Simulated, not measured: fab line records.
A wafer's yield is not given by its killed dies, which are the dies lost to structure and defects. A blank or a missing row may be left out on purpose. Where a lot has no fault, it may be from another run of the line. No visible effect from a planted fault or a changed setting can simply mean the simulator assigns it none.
fab line records    flow nand_harc
[record] lots = 6  wafers = 18  last_day = 33
route steps=1302 shown A_STAIRCASE@844 END@1302
lots untouched by any fault: they come from a run of this same line in which no faults occurred
start_h: hours from the record's opening day to when the first of the lot's shown wafers began    wait_h: how many hours have passed since the lot's step before this one    " repeats the value in the row above    L1.1+2: a row that stands for several wafers    - value missing, or start not given    * or withheld: withheld    < > ~ a bound
route shown NAME@n: names a module that has steps shown in the file, with the first one's number in the route    usual: mean/standard deviation taken from wafers without a fault    same: alike in all rows    chamber/n: place in a boat    sites: each site's reading    _std_site: standard deviation of those values    _edge_site: inner sites' mean taken away from outer sites' mean    radius_mm: how far each site lies from the wafer's centre    mask NAME#n: copy n    behind: tool/chamber where the wafer was last shaped    hold: cause of the lot's hold/its duration in hours/its outcome    device: the transistor (n, p or np) that didn't switch    end of line: at the end of the route, the tests of the same wafers    a step without rows: its recipe alone    killed: not the wafer's yield, but the dies lost to structure and defects at the first sort    map: shows each die of a wafer: x if killed, . if not, _ if none is there
set.NAME: the setting the step ran with; set.NAME@STEP: the setting that earlier step ran with    model.NAME: the simulator's own value behind a step, which no gauge read
a table for each step, a row for each wafer; lots at some steps of the route
services: when a tool's chamber went out of use (start_h, in hours from the record's first day, below 0 if earlier), for how many hours, and the reason
[[steps]]
[step NHARC_A_STAIRCASE_DEP_417]
[recipe] target_thk_a = 600  step_coverage_pct = 20  temp_c = 400  target_thk_nm = 60  flow_sccm = 200  rf_w = 450  material = Si3N4
[step NHARC_A_STAIRCASE_WET_418]
[recipe] temp_c = 160  target_depth_a = 200  chemistry = H3PO4
[step NHARC_A_STAIRCASE_PRECLEAN_419]
[recipe] time_s = *  temp_c = 50  bath_age_min = 0  chemistry = SC1
[step NHARC_A_STAIRCASE_SRD_421]
[step NHARC_A_STAIRCASE_ALD_420]
[recipe] target_thk_a = 200  pulse_time_s = 6  ald_cycles = 200  temp_c = 300  material = SiO2
[step NHARC_A_STAIRCASE_CVD_552]
[recipe] target_thk_a = 400  temp_c = 700  pressure_mtorr = 300  material = SiNx
[step NHARC_A_STAIRCASE_DEP_151]
[recipe] target_thk_a = 72000  temp_c = 400  target_thk_nm = 7200  teos_flow_sccm = 200  rf_w = 500  material = SiO2
[step NHARC_A_STAIRCASE_ANNEAL_320]
[recipe] temp_c = 750  time_s = 1800
[step NHARC_A_STAIRCASE_DEP_322]
[recipe] target_thk_a = 72000  temp_c = 400  target_thk_nm = 7200  teos_flow_sccm = 200  rf_w = 500  material = SiO2
[step NHARC_A_STAIRCASE_ANNEAL_323]
[recipe] temp_c = 750  time_s = 1800
[step NHARC_A_STAIRCASE_DEP_325]
[recipe] target_thk_a = 72000  temp_c = 400  target_thk_nm = 7200  teos_flow_sccm = 200  rf_w = 500  material = SiO2
[usual] heater_power_w = 658/96
lot.wafer  tool      chamber  start_h  wait_h  heater_power_w
L386.3     pecvd-03  0        428.65   0.2     781
L386.6     "         2        "        "       587
L386.5     "         0        "        "       690
L392.1     pecvd-03  2        517.55   0.2     694
L392.3     "         0        "        "       860
L392.4     "         0        "        "       701
L394.3     pecvd-04  2        517.65   0.3     548
L394.4     "         1        "        "       602
L394.5     "         2        "        "       479
L403.2     pecvd-03  1        609.15   0.3     644
L403.5     "         2        "        "       512
L403.4     "         0        "        "       705
L405.3     pecvd-03  0        639.14   0.3     837
L405.5     "         2        "        "       529
L405.6     "         0        "        "       695
L406.2     pecvd-02  0        639.71   0.8     684
L406.4     "         2        "        "       689
L406.6     "         0        "        "       643
[step NHARC_A_STAIRCASE_ANNEAL_326]
[recipe] temp_c = 750  time_s = 1800
[step NHARC_A_STAIRCASE_DEHYDRATE_433]
[recipe] temp_c = 150  time_s = 120
[step NHARC_A_STAIRCASE_HMDS_434]
[recipe] time_s = 30
[step NHARC_A_STAIRCASE_COAT_435]
[recipe] spin_rpm = 1200
[step NHARC_A_STAIRCASE_SOFTBAKE_436]
[recipe] temp_c = 135  time_s = 170
[step NHARC_A_STAIRCASE_EBR_437]
[step NHARC_A_STAIRCASE_EXPOSE_438]
[recipe] na = 0.5  dose_mj = 28.97  mask_id = STAIR_REV
[step NHARC_A_STAIRCASE_PEB_439]
[recipe] peb_temp_c = 115  peb_time_s = 130
[step NHARC_A_STAIRCASE_DEVELOP_440]
[recipe] time_s = 140
[step NHARC_A_STAIRCASE_HARDBAKE_442]
[recipe] temp_c = 120  time_s = 140
[step NHARC_A_STAIRCASE_DESCUM_443]
[recipe] time_s = 3  o2_flow_sccm = 200  ar_flow_sccm = 0  bias_power_w = 0  chemistry = O2
[usual] drypump_motor_current_A = 5.8/0.53  oes_product_au = 0.999/0.0081  rf_vpp_V = 57.8/0.99  showerhead_plenum_p_Torr = 1.90/0.092  throttle_valve_pct = 11.312/0.0089
lot.wafer  tool         chamber  start_h  wait_h  drypump_motor_current_A  oes_product_au  rf_hours_counter_h  rf_vpp_V  showerhead_plenum_p_Torr  throttle_valve_pct
L386.3     rie_diel-02  1        439.20   -       5.7                      0.988           8                   58.9      1.84                      11.314
L386.5     "            3        "        "       5.4                      0.998           -                   56.7      1.89                      11.305
L386.6     "            0        "        "       4.9                      1.002           -                   59.2      2.07                      11.310
L392.1     rie_diel-07  0        526.65   -       6.1                      1.000           10                  58.7      1.94                      11.297
L392.4     "            2        "        "       6.5                      1.013           13                  57.9      1.91                      11.318
L392.3     "            3        "        "       5.1                      0.999           12                  57.3      1.84                      11.314
L394.3     rie_diel-04  0        526.73   -       6.0                      1.003           65                  57.1      1.77                      11.308
L394.4     "            2        "        "       6.3                      0.999           54                  56.6      1.83                      11.304
L394.5     "            0        "        "       6.1                      1.002           -                   58.4      1.77                      11.316
L403.2     rie_diel-04  0        617.01   -       6.0                      1.010           24                  59.4      2.07                      11.321
L403.4     "            3        "        "       6.0                      1.006           23                  58.4      1.84                      11.305
L403.5     "            0        "        "       6.0                      1.000           -                   58.4      2.07                      11.304
L405.3     rie_diel-04  0        648.59   -       6.0                      0.989           35                  58.7      2.07                      11.321
L405.5     "            2        "        "       6.3                      0.997           -                   56.8      1.82                      11.314
L405.6     "            3        "        "       6.0                      1.001           -                   58.5      1.84                      11.305
L406.4     rie_diel-07  2        648.92   -       6.5                      1.010           53                  58.0      1.90                      11.310
L406.2     "            3        "        "       5.1                      0.987           49                  56.3      1.83                      11.315
L406.6     "            3        "        "       5.1                      1.010           -                   56.1      1.83                      11.303
[step NHARC_A_STAIRCASE_ETCH_444]
[recipe] target_depth_a = 2.04e+05  time_s = 6800  c4f8_flow_sccm = 20  o2_flow_sccm = 10  ar_flow_sccm = withheld  rf_w = 600  bias_w = 1000  chemistry = C4F8/O2
[usual] oes_product_au = 0.931/0.018  rf_vpp_V = 806/5.3
lot.wafer  tool         chamber  start_h  wait_h  oes_product_au  rf_hours_counter_h  rf_vpp_V
L386.3     rie_diel-02  2        439.27   0.1     0.913           8                   800
L386.6     "            2        441.13   1.9     0.926           -                   801
L386.5     "            3        "        "       0.926           -                   806
L394.4     rie_diel-04  3        526.81   0.1     0.926           58                  805
L394.3     "            0        "        "       0.931           66                  798
L394.5     "            3        528.70   1.9     0.921           -                   803
L392.4     rie_diel-07  0        527.27   0.6     0.924           11                  808
L392.3     "            1        "        "       0.930           14                  813
L392.1     "            2        "        "       0.937           14                  806
L403.2     rie_diel-04  1        618.03   1.0     0.937           27                  809
L403.4     "            2        "        "       0.923           25                  804
L403.5     "            0        "        "       0.917           -                   816
L406.4     rie_diel-07  2        649.06   0.1     0.930           54                  806
L406.2     "            0        "        "       0.922           47                  807
L406.6     "            2        "        "       0.928           -                   806
L405.3     rie_diel-04  2        650.05   1.5     0.924           34                  801
L405.6     "            3        "        "       0.929           -                   801
L405.5     "            0        "        "       0.921           -                   817
[step NHARC_A_STAIRCASE_STRIP_446]
[recipe] power_w = 1500  temp_c = 250  chemistry = O2
[step NHARC_A_STAIRCASE_STRIP_447]
[recipe] time_s = 900  temp_c = 130  chemistry = SPM
[step NHARC_A_STAIRCASE_PRECLEAN_448]
[recipe] time_s = *  temp_c = 50  bath_age_min = 0  chemistry = SC1
[step NHARC_A_STAIRCASE_SRD_449]
[step NHARC_A_STAIRCASE_CMP_450]
[recipe] target_thk_nm = 200  material = SiO2
[usual] motor_current_A = 12.7/1.2  retaining_ring_pressure_frac = 1.000/0.0049
lot.wafer  tool    chamber  start_h  wait_h  motor_current_A  retaining_ring_pressure_frac
L386.3     cmp-01  3        444.40   -       13.1             0.994
L386.5     "       3        "        "       13.8             0.998
L386.6     "       0        "        "       12.1             1.000
L394.3     cmp-01  3        532.02   -       12.6             1.000
L394.4     "       0        "        "       11.7             0.999
L394.5     "       2        "        "       10.5             0.998
L392.4     cmp-02  1        532.10   -       13.1             0.997
L392.1     "       2        "        "       15.8             0.997
L392.3     "       3        "        "       13.9             1.001
L403.4     cmp-03  3        622.27   -       14.3             1.006
L403.2     "       0        "        "       12.1             1.011
L403.5     "       2        "        "       12.4             0.996
L405.3     cmp-01  2        653.81   -       10.4             0.993
L405.6     "       1        "        "       12.6             0.994
L405.5     "       2        "        "       10.4             0.998
L406.4     cmp-02  0        654.29   -       12.3             0.994
L406.2     "       2        "        "       14.9             0.996
L406.6     "       0        "        "       12.0             0.998
[step NHARC_A_STAIRCASE_CMP_152]
[usual] motor_current_A = 12.7/1.2  retaining_ring_pressure_frac = 0.999/0.0048
lot.wafer  tool    chamber  start_h  wait_h  motor_current_A  retaining_ring_pressure_frac
L386.3     cmp-01  3        444.48   0.1     12.4             1.000
L386.5     "       3        "        "       12.5             1.004
L386.6     "       0        "        "       12.8             0.993
L394.3     cmp-01  3        532.09   0.1     12.4             0.998
L394.4     "       0        "        "       12.4             1.002
L394.5     "       2        "        "       10.3             0.992
L392.4     cmp-02  1        532.18   0.1     10.9             1.006
L392.1     "       2        "        "       14.8             1.001
L392.3     "       3        "        "       13.3             0.989
L403.4     cmp-03  3        622.34   0.1     14.3             0.998
L403.2     "       0        "        "       12.4             0.997
L403.5     "       2        "        "       12.2             0.999
L405.3     cmp-01  2        653.88   0.1     10.0             1.000
L405.6     "       1        "        "       12.4             1.002
L405.5     "       2        "        "       10.6             0.998
L406.4     cmp-02  0        654.36   0.1     12.4             1.002
L406.2     "       2        "        "       14.5             1.003
L406.6     "       0        "        "       12.9             1.000
[step NHARC_A_STAIRCASE_SRD_154]
[step NHARC_A_STAIRCASE_ETCH_403]
[recipe] target_depth_a = 1082  chemistry = dHF  material = SiO2
[step NHARC_A_STAIRCASE_ETCHBACK_422]
[recipe] target_depth_a = 400  over_etch_frac = 0.3  time_s = 74.286  ion_energy_ev = 120  ch3f_flow_sccm = 50  o2_flow_sccm = 30  ar_flow_sccm = 200  rf_w = 500  bias_w = 100  chemistry = CH3F/O2
[usual] drypump_motor_current_A = 5.8/0.55  oes_product_au = 0.96/0.037  rf_vpp_V = 244.2/1.7  showerhead_plenum_p_Torr = 2.44/0.11  throttle_valve_pct = 20.664/0.0091
lot.wafer  tool         chamber  start_h  wait_h  drypump_motor_current_A  oes_product_au  rf_hours_counter_h  rf_vpp_V  showerhead_plenum_p_Torr  throttle_valve_pct
L386.3     rie_diel-02  3        444.98   0.2     5.3                      0.96            11                  244.5     2.43                      20.667
L386.6     "            0        "        "       4.9                      0.95            -                   248.3     2.66                      20.658
L386.5     "            1        "        "       5.7                      0.94            -                   242.4     2.37                      20.662
L394.4     rie_diel-07  0        532.63   0.2     6.1                      0.92            15                  244.4     2.48                      20.661
L394.3     "            1        "        "       6.1                      0.91            16                  245.9     2.61                      20.673
L394.5     "            3        "        "       5.1                      0.92            -                   243.9     2.37                      20.657
L392.1     rie_diel-04  0        532.70   0.2     6.0                      0.93            69                  241.3     2.28                      20.683
L392.4     "            2        "        "       6.3                      0.92            57                  242.1     2.36                      20.656
L392.3     "            3        "        "       6.1                      0.93            62                  241.9     2.38                      20.661
L403.2     rie_diel-02  2        622.80   0.1     5.4                      0.99            13                  242.5     2.29                      20.666
L403.4     "            0        "        "       4.9                      1.00            17                  247.5     2.63                      20.655
L403.5     "            2        "        "       5.4                      1.00            -                   241.3     2.29                      20.670
L405.3     rie_diel-02  2        654.33   0.1     5.4                      0.92            24                  243.8     2.29                      20.652
L405.6     "            2        "        "       5.4                      0.92            -                   242.3     2.29                      20.660
L405.5     "            3        "        "       5.3                      0.92            -                   242.5     2.40                      20.663
L406.4     rie_diel-02  1        654.84   0.2     5.7                      0.93            28                  244.1     2.34                      20.655
L406.2     "            2        "        "       5.4                      0.93            24                  242.0     2.29                      20.638
L406.6     "            0        "        "       4.9                      0.93            -                   244.9     2.63                      20.654
[step NHARC_A_STAIRCASE_ETCH_423]
[recipe] target_depth_a = 300  chemistry = dHF  material = SiO2
[step NHARC_A_STAIRCASE_ETCHBACK_157]
[recipe] target_depth_a = 900  over_etch_frac = 0.3  time_s = 167.14  ion_energy_ev = 120  ch3f_flow_sccm = 50  o2_flow_sccm = 30  ar_flow_sccm = 200  rf_w = 500  bias_w = 100  chemistry = CH3F/O2
[step NHARC_A_STAIRCASE_STRIP_475]
[recipe] time_s = 20  o2_flow_sccm = 500  ar_flow_sccm = 0  bias_w = 0  chemistry = O2
[step NHARC_A_STAIRCASE_DEP_471]
[recipe] target_thk_a = 1000  temp_c = 400  pressure_torr = 6.5  rf_w = 900  teos_flow_sccm = 161.4  flow_sccm = 2650  target_thk_nm = 100  gas = O2  material = SiO2
[step NHARC_END_SORT_01]
[recipe] temp_c = 25
[usual] killed_at_array = 53/21  killed_at_other = 1.0/1.3  killed_at_periphery = 3.8/2.4  killed_dies = 58/21  killed_open = 3.4/1.9  killed_short = 2.4/1.5
[same] gross_dies = 677
lot.wafer  tool       chamber  start_h  wait_h  killed_at_array  killed_at_other  killed_at_periphery  killed_dies  killed_open  killed_short
L403.4     prober-01  0        753.81   3.4     161              2                0                    163          1            3
L405.3     prober-01  0        785.27   3.1     150              1                11                   162          1            2
L405.6     prober-01  0        787.65   4.0     136              3                6                    145          6            2
// killed by level:class
L403.4 A_STAIRCASE:unspecified=99 A_CHANNEL_HOLE_D1:chamber_film_flake=20 A_SLIT:chamber_film_flake=19 A_CONTACT:chamber_film_flake=11 A_STAIRCASE:chamber_film_flake=3 A_ZERO_WELL:chamber_film_flake=2 THIN_TSV:chamber_film_flake=2 A_DECK1_JOINT:geometric_particle:short=1
L405.3 A_STAIRCASE:unspecified=93 A_CHANNEL_HOLE_D1:chamber_film_flake=15 A_CHANNEL_HOLE_D2:chamber_film_flake=15 A_CONTACT:chamber_film_flake=8 A_STAIRCASE:chamber_film_flake=7 P_CONTACT:chamber_film_flake=6 A_SLIT:chamber_film_flake=5 P_ZERO_WELL:chamber_film_flake=3
L405.6 A_STAIRCASE:unspecified=87 A_CHANNEL_HOLE_D2:chamber_film_flake=15 A_CHANNEL_HOLE_D1:chamber_film_flake=11 A_STAIRCASE:chamber_film_flake=7 A_CONTACT:chamber_film_flake=4 P_CONTACT:chamber_film_flake=3 A_SLIT:chamber_film_flake=3 THIN_TSV:chamber_film_flake=2
// map L403.4 (x killed, . not)
____________.____________
_________xx.xx.x_________
_______...xxxxxx.._______
______...x....xx.x.______
_____........xxx...._____
____.......x...x.....____
____......x..........____
___............x......___
___...................___
__.........x...........__
__.................x...__
_..............x.x......_
_..........x..xxxxxx...._
_.x..........x.xxxxx...._
_............xxxxxxxx..._
_............xxxxxxx...._
.............xxxxxxxx....
............xxxxxxxxx....
............xxxxxxxxxx...
.............xxxxxxxx....
.............xxxxxxxxxx..
_............xxxxxxxxx.._
_..........xx.xxxxxx...._
_.............xxxxxx.x.._
_..x.........x...x.x...._
_...............xxx....._
__.....................__
__.........x...........__
___...................___
___........x.x........___
____x........x.xxxx..____
____.........x..x.x..____
_____..........xxxxx_____
______.....xxx.xxxx______
_______....x.xxxxx_______
_________.....xx_________
____________.____________
// map L405.3 (x killed, . not)
____________x____________
_________..x.xx._________
_______.....xxxx.x_______
______.......xxx...______
_____.........x....._____
____..........x......____
____...x.x...........____
___...................___
___..........x.x......___
__.........x...........__
__.....................__
_......x.........x......_
_...x........x.xx.x....._
_............x.xxxx....._
_...........x.xxxxxx...._
_.....x......xxxxxxxx..._
.......x.x..xxxxxxxxx....
....x..x...x.xxxxxxxxx...
.........xx..xxxxxxxxx...
............xxxxxxxxx....
.........x..xxxxxxxxxx..x
_x..x.......xxxxxxxxx..._
_.............xxxxxxxx.._
_..x............x.xxx..._
_...x.x........xxxx....._
_..x.........x.xx......._
__......x..............__
__.x...........x.......__
___........x..........___
___.x..x..............___
____...x.....x...x...____
____.xxxx..x.........____
_____..xxx...x...x.._____
______.xx..x.......______
_______xxx.x......_______
_________......._________
____________.____________
[[services]]
tool         chamber  start_h  hours  kind
cmp-02       -        428.50   4.0    pm
rie_diel-04  1        437.29   2.6    repair
rie_diel-07  1        452.42   8.5    repair
rie_diel-07  -        473.40   9.0    pm
rie_diel-02  1        479.20   9.0    repair
cmp-01       -        479.50   4.0    pm
pecvd-03     0        493.00   6.9    repair
rie_diel-07  -        510.32   0.1    repair
cmp-01       -        524.80   1.7    repair
cmp-02       -        526.50   4.0    pm
rie_diel-04  -        533.09   9.0    pm
cmp-01       -        533.99   0.5    repair
cmp-01       -        541.80   0.3    repair
rie_diel-02  2        543.98   5.1    repair
rie_diel-07  0        544.77   7.0    repair
pecvd-03     -        547.37   13.0   pm
rie_diel-02  -        570.99   9.0    pm
cmp-01       -        577.50   4.0    pm
pecvd-03     2        580.02   20.4   repair
cmp-02       -        591.66   6.1    repair
rie_diel-04  -        611.73   0.7    repair
rie_diel-02  3        618.59   2.6    repair
rie_diel-07  0        634.89   8.1    repair
rie_diel-07  -        651.93   9.0    pm
[[key]]
[first_sign] step = NHARC_END_SORT_01  reading = killed_dies  direction = up  sigmas = 4.7  usual = 58  struck = 157
[effect] step = NHARC_END_SORT_01  reading = killed_at_array  direction = up  sigmas = 4.6  usual = 53  struck = 149
[more_kills_born_at] NHARC_A_STAIRCASE_DEP_325@pecvd-03 = 279
met_at NHARC_A_STAIRCASE_DEP_325
struck_wafers L403.4,L405.3,L405.6
tester_left_out L403,L405
onset_between 517.55 609.15
[fault] kind = chamber_particle_source  tool = pecvd-03  chamber = 0  onset_h = 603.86  steps = NHARC_A_STAIRCASE_DEP_325  rate_per_visit_cm2 = 1.2028  end_h = 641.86
// tester_left_out: of these lots the tester's yield and bins aren't shown, on N5 and GAA mostly nor the transistor test; their killed dies are dies lost to structure and defects alone, not to doping, threshold or leakage, so they don't give the yield
